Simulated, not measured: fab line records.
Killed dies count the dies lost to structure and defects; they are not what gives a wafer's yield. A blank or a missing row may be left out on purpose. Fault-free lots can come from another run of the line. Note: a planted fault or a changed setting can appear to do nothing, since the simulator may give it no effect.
Comparing a struck lot with a sound one :: flow nand_harc :: 13 steps out of a route of 1159
Sound: these wafers, L548.3, L548.5, L548.6. Wafers L554.1, L554.2, L554.5 were the ones struck. Last of all comes the cause.
Per side, at each step with rows, come the tool, then ch with its chambers, and then its first start. Under that, the readings that differ: sound wafers :: struck wafers :: difference of the means :: sigmas: that difference in standard deviations of wafers without a fault.
alike: a reading whose means differ by less than 2 such deviations, as well as words and numbers matching on both sides. not compared: withheld readings; readings where some wafer has no value; bounds like >300 that might hide an equal value; numbers whose values overlap and for which the record gives no deviation.
The two part at a step that has a row with sigmas, a row that says differs or no value, or rows on one side only. Numbers that have no deviation but don't overlap get no sigmas and don't part them. A reading missing from all wafers of one side parts the sides only when that side holds two or more wafers.

NHARC_P_GATE_STRIP_101: strips in O2, time 20 s.
  sound on rie_diel-11 ch 0,2,3, day 5 04:56; struck on rie_diel-09 ch 0,1,3, day 6 10:30
  alike: drypump_motor_current_A, oes_product_au, rf_vpp_V, showerhead_plenum_p_Torr, throttle_valve_pct
  not compared: rf_hours_counter_h
then, 11 steps without rows for these wafers: NHARC_P_GATE_PRECLEAN_97 (cleans in SPM, time 600 s); NHARC_P_GATE_SRD_98; NHARC_P_GATE_PRECLEAN_99 (cleans in SC1); NHARC_P_GATE_SRD_100; NHARC_P_GATE_DEHYDRATE_38 (time 120 s); NHARC_P_GATE_HMDS_39 (time 30 s); NHARC_P_GATE_COAT_40; NHARC_P_GATE_SOFTBAKE_41 (time 95 s); NHARC_P_GATE_EBR_42; NHARC_P_GATE_EXPOSE_43 (exposes mask P NSD, target cd 720 nm); NHARC_P_GATE_PEB_44 (peb time 85 s).
NHARC_P_GATE_DEVELOP_45: time 70 s.
  struck on litho_track-05, day 6 11:00; sound on litho_track-05 ch 0, day 5 05:00
  no value came back on the struck wafers for chill_plate_temp_C (C), exhaust_pa (Pa); on the sound wafers chill_plate_temp_C (C) reads 23.03 23.07 23.18

WHERE THEY PART
Only at NHARC_P_GATE_DEVELOP_45, as far as this record shows.

WHY: whatever the simulator had introduced
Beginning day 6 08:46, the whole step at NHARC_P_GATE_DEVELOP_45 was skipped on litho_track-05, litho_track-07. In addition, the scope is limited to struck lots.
